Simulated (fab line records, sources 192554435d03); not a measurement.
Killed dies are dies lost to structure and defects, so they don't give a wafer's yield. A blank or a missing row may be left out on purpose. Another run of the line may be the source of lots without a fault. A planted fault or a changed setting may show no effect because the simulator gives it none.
Chamber matching :: flow n5-finfet :: 3 sister chambers for N5_BEOL_M2_PRE_CLEAN_60 on cvd-co-01
The step time 15 s. 30 wafers are shown with their chamber, then 12 later ones without.

== EACH WAFER AND ITS CHAMBER ==
wafer: L074.1
chamber: 0
heater-power-w (W): 69

wafer: L074.3
chamber: 2
heater-power-w (W): 46

wafer: L074.5
chamber: 2
heater-power-w (W): 47

wafer: L075.3
chamber: 1
heater-power-w (W): 76

wafer: L075.5
chamber: 2
heater-power-w (W): 46

wafer: L075.6
chamber: 1
heater-power-w (W): 76

wafer: L077.1
chamber: 1
heater-power-w (W): 73

wafer: L077.4
chamber: 0
heater-power-w (W): 67

wafer: L077.6
chamber: 2
heater-power-w (W): 47

wafer: L076.1
chamber: 0
heater-power-w (W): 67

wafer: L076.4
chamber: 1
heater-power-w (W): 78

wafer: L076.5
chamber: 2
heater-power-w (W): 46

wafer: L079.1
chamber: 2
heater-power-w (W): 46

wafer: L079.2
chamber: 0
heater-power-w (W): 66

wafer: L079.3
chamber: 1
heater-power-w (W): 76

wafer: L079.4
chamber: 1
heater-power-w (W): 76

wafer: L079.5
chamber: 2
heater-power-w (W): 46

wafer: L079.6
chamber: 0
heater-power-w (W): 67

wafer: L081.2
chamber: 1
heater-power-w (W): 76

wafer: L081.4
chamber: 2
heater-power-w (W): 45

wafer: L081.5
chamber: 0
heater-power-w (W): 67

wafer: L083.1
chamber: 2
heater-power-w (W): 46

wafer: L083.3
chamber: 0
heater-power-w (W): 67

wafer: L083.5
chamber: 0
heater-power-w (W): 67

wafer: L086.2
chamber: 0
heater-power-w (W): 66

wafer: L086.4
chamber: 2
heater-power-w (W): 46

wafer: L086.6
chamber: 1
heater-power-w (W): 77

wafer: L087.2
chamber: 0
heater-power-w (W): 68

wafer: L087.3
chamber: 2
heater-power-w (W): 46

wafer: L087.4
chamber: 2
heater-power-w (W): 46

SIGNATURES (averages over the wafers above)
reading: heater-power-w
chamber 0: 67.10
chamber 1: 76.00
chamber 2: 46.08
scatter within a chamber: 0.939
Rule: distance of a wafer from a chamber = root of the sum over the readings of ((wafer's reading minus chamber's mean) / reading's scatter) squared. The wafer belongs to the nearest chamber; if the next one is less than 2 further off, it can't be placed. The scatter is the square root of a quotient: the sum, over the shown wafers, of each reading's squared deviation from its chamber's mean, divided by wafers minus chambers.

== WAFERS WITH NO CHAMBER GIVEN ==
wafer: L090.1
heater-power-w (W): 68

wafer: L090.2
heater-power-w (W): 45

wafer: L090.3
heater-power-w (W): 76

wafer: L091.1
heater-power-w (W): 67

wafer: L091.2
heater-power-w (W): 75

wafer: L091.5
heater-power-w (W): 46

wafer: L094.2
heater-power-w (W): 46

wafer: L094.3
heater-power-w (W): 77

wafer: L094.5
heater-power-w (W): 78

wafer: L096.1
heater-power-w (W): 78

wafer: L096.2
heater-power-w (W): 47

wafer: L096.6
heater-power-w (W): 68

== WHICH CHAMBER EACH ONE RAN IN ==
wafer: L090.1
from the rows above: 0
in truth: 0

wafer: L090.2
from the rows above: 2
in truth: 2

wafer: L090.3
from the rows above: 1
in truth: 1

wafer: L091.1
from the rows above: 0
in truth: 0

wafer: L091.2
from the rows above: 1
in truth: 1

wafer: L091.5
from the rows above: 2
in truth: 2

wafer: L094.2
from the rows above: 2
in truth: 2

wafer: L094.3
from the rows above: 1
in truth: 1

wafer: L094.5
from the rows above: 1
in truth: 1

wafer: L096.1
from the rows above: 1
in truth: 1

wafer: L096.2
from the rows above: 2
in truth: 2

wafer: L096.6
from the rows above: 0
in truth: 0
Correctly placed: 12 of 12. From these rows, 0 cannot be placed. Wrongly placed: 0.
